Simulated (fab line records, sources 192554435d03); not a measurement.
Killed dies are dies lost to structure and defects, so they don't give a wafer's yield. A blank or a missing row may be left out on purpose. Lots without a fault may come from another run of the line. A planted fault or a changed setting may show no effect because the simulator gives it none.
A struck lot beside a sound one | flow n5_finfet | 40 steps out of a route of 1938
Sound: wafers L352.1, L352.2, L352.4. Struck: wafer L364.1. (L364.4, L364.6 of the same lot were not struck and are left out.) The cause comes at the end.
At each step with rows: each side's tool, then ch and its chambers, then its first start. Under that, the readings that differ: sound wafers | struck wafers | difference of the means | sigmas: that difference in standard deviations of wafers without a fault.
alike: readings whose means differ by less than 2 such deviations, and words and numbers that are the same on both sides. not compared: withheld readings, readings that some wafer has no value for, bounds like >300 that may hide the same value, and numbers for which the record gives no deviation and whose values overlap.
The two part at a step that has a row with sigmas, a row that says differs or no value, or rows on one side only. Numbers that don't overlap but have no deviation are shown without sigmas and don't part them. A reading that every wafer of one side lacks parts them only if that side has two wafers or more.

first, 12 steps without rows for these wafers: N5_HKMG_FIN_DESCUM_53 (chemistry O2, time 7.9 s); N5_HKMG_FIN_ETCH_54 (etches SiARC in CF4, target depth 45.5 nm, time 75.8 s); N5_HKMG_FIN_ETCH_55 (etches SOC in N2/H2, target depth 240 nm, time 300 s); N5_HKMG_FIN_STRIP_56 (strips in N2/H2); N5_HKMG_FIN_STRIP_57 (strips in CF4); N5_HKMG_FIN_ETCH_58 (etches SOC in N2/H2, target depth 215.8 nm, time 741 s); N5_HKMG_FIN_STRIP_93 (strips SOC in N2/H2, time 20 s); N5_HKMG_FIN_WET_ETCH_76 (etches Al2O3 in dNH4OH, stops on La2O3, target depth 2.25 nm, rinse time 30 s); N5_HKMG_FIN_STRIP_60 (strips in N2/H2, time 360 s); N5_HKMG_FIN_WET_ETCH_77 (etches La2O3 in dHCl, stops on HfO2, target depth 2 nm); N5_HKMG_FIN_WET_ETCH_78 (etches Al2O3 in dNH4OH, stops on La2O3, target depth 4.5 nm, rinse time 30 s); N5_HKMG_FIN_ALD_79 (deposits TiN, target thk 1.5 nm, pulse time 1 s, purge time 3 s).
N5_HKMG_FIN_CVD_62: deposits a-Si from Si2H6, target thk 3 nm, time 20.8 s.
  sound on thermal_cvd_si-02 ch 0,1,2, day 5 21:14; struck on thermal_cvd_si-02 ch 0, day 8 21:18
  reading                                   | sound     | struck | difference | sigmas
  model.a-Si_of_HKMG_FIN_CVD_62.thk_nm (nm) | 3.2 3.2 3 | 5.6    | +2.5       |
  alike: heater_power_outer_w, heater_power_w
  not compared: since_wet_clean_h
then, 25 steps without rows for these wafers: N5_HKMG_FIN_RTA_80 (time 2 s); N5_HKMG_FIN_PRECLEAN_64 (cleans in dHF, time 30 s); N5_HKMG_FIN_WET_ETCH_65 (etches a-Si in TMAH, stops on TiN, time 49 s, target depth 3 nm); N5_HKMG_FIN_WET_ETCH_81 (etches TiN in SC1, stops on HfO2, time 57 s, target depth 6 nm); N5_HKMG_FIN_WET_ETCH_82 (etches La2O3 in dHCl, stops on HfO2, target depth 2 nm, rinse time 30 s); N5_HKMG_FIN_ALD_36 (deposits TiN, target thk 1 nm, pulse time 1 s, purge time 3 s); N5_HKMG_FIN_PWFM_ALD_03 (deposits TiN, target thk 2 nm, pulse time 1 s, purge time 3 s); N5_HKMG_FIN_COAT_29 (time 60 s, resist thk 300 nm); N5_HKMG_FIN_COAT_30 (time 60 s, resist thk 35 nm); N5_HKMG_FIN_COAT_06 (resist thk 90 nm); N5_HKMG_FIN_EBR_08; N5_HKMG_FIN_SOFTBAKE_07 (time 60 s); N5_HKMG_FIN_EXPOSE_09 (exposes mask NWFM); N5_HKMG_FIN_PEB_10 (peb time 60 s); N5_HKMG_FIN_DEVELOP_11 (develop time 30 s); N5_HKMG_FIN_DESCUM_17 (chemistry O2, time 7.9 s); N5_HKMG_FIN_ETCH_31 (etches SiARC in CF4, target depth 45.5 nm, time 75.8 s); N5_HKMG_FIN_ETCH_32 (etches SOC in N2/H2, target depth 240 nm, time 300 s); N5_HKMG_FIN_STRIP_33 (strips in N2/H2); N5_HKMG_FIN_STRIP_34 (strips in CF4); N5_HKMG_FIN_ETCH_35 (etches SOC in N2/H2, target depth 215.8 nm, time 243.4 s); N5_HKMG_FIN_STRIP_92 (strips SOC in N2/H2, time 20 s); N5_HKMG_FIN_WET_ETCH_18 (etches TiN in SC1, time 55 s, target depth 5.2 nm, rinse time 30 s); N5_HKMG_FIN_STRIP_19 (strips in N2/H2, time 360 s); N5_HKMG_FIN_ALD_91 (deposits TiN, target thk 1 nm, pulse time 1 s, purge time 3 s).
-- the record jumps here: 4 days lie between the struck wafers' starts before and after (it left off in module HKMG_FIN and takes up again in module BEOL_M4, whose first step shown is number 1111 of the route) --
N5_BEOL_M4_RC_MEAS_101:
  sound on prober-02 ch 0, day 10 07:27; struck on prober-01 ch 0, day 12 17:12
  reading             | sound                      | struck   | difference | sigmas
  EOT_P               | 10.37 10.51 10.42          | 10.95    | +0.52      | +5
  IGATE_P (nA/um)     | 0.0041 0.0032 0.0041       | 0.0006   | -0.0032    | -7
  IOFF_N (nA/um)      | 0.18 0.13 0.14             | 0.00     | -0.15      | -4
  IOFF_N_85C (nA/um)  | 3.3 2.6 2.7                | 0.0      | -2.9       | -5
  IOFF_N_LIN (nA/um)  | 0.078 0.060 0.063          | 0.000    | -0.067     | -5
  IOFF_N_LONG (nA/um) | 5.32e-05 5.12e-05 5.21e-05 | 3.21e-05 | -2.01e-05  | -7
  IOFF_P (nA/um)      | 0.22 0.18 0.18             | 4.54     | +4.35      | +99 or more
  IOFF_P_85C (nA/um)  | 3.8 3.2 3.2                | 47.1     | +43.7      | +84
  IOFF_P_LIN (nA/um)  | 0.101 0.087 0.087          | 2.182    | +2.090     | +99 or more
  IOFF_P_LONG (nA/um) | 0.000107 0.000104 0.000104 | 0.000781 | +0.000676  | +82
  ION_N (uA/um)       | 682 667 673                | 215      | -459       | -35
  ION_P (uA/um)       | 465 460 459                | 570      | +109       | +15
  VT_N (mV)           | 247 255 253                | 474      | +222       | +56
  VT_N_LONG (mV)      | 277.2 277.4 278.7          | 490.6    | +212.8     | +97
  VT_N_LVT (mV)       | 97 103 103                 | 320      | +219       | +55
  VT_P (mV)           | -249.1 -252.5 -251.2       | -161.9   | +89.0      | +31
  VT_P_LONG (mV)      | -275.7 -274.4 -275.5       | -209.9   | +65.3      | +26
  VT_P_LVT (mV)       | -98.5 -101.6 -101.5        | -13.6    | +86.9      | +31
  alike: DIBL_N, DIBL_P, SS_N, SS_P
-- the record jumps here: 5 days lie between the struck wafers' starts before and after (it left off in module BEOL_M4 and takes up again in module PASSIVATION, whose first step shown is number 1936 of the route) --
N5_PASSIVATION_PROBE_49:
  sound on prober-02, day 14 22:40; struck on prober-01, day 17 11:43
  reading                | sound          | struck | difference | sigmas
  sort_bin_4_leakage (%) | 0 0 0          | 91.69  | +91.69     | +99 or more
  sort_n_pass            | 1074 1090 1087 | 0      | -1084      | -64
  sort_yield_pct (%)     | 91.0 92.4 92.1 | 0      | -92        | -66
  alike: defect_limited_yield, killed_at_M0_to_M3, killed_at_M4_up, killed_at_contacts, killed_at_front_end, killed_at_other, killed_dies, killed_open, killed_short, sort_bin_5_function, sort_bin_6_memory

WHERE THEY PART
First at N5_BEOL_M4_RC_MEAS_101; last, within this record, at N5_PASSIVATION_PROBE_49.

WHY: what the simulator had put in
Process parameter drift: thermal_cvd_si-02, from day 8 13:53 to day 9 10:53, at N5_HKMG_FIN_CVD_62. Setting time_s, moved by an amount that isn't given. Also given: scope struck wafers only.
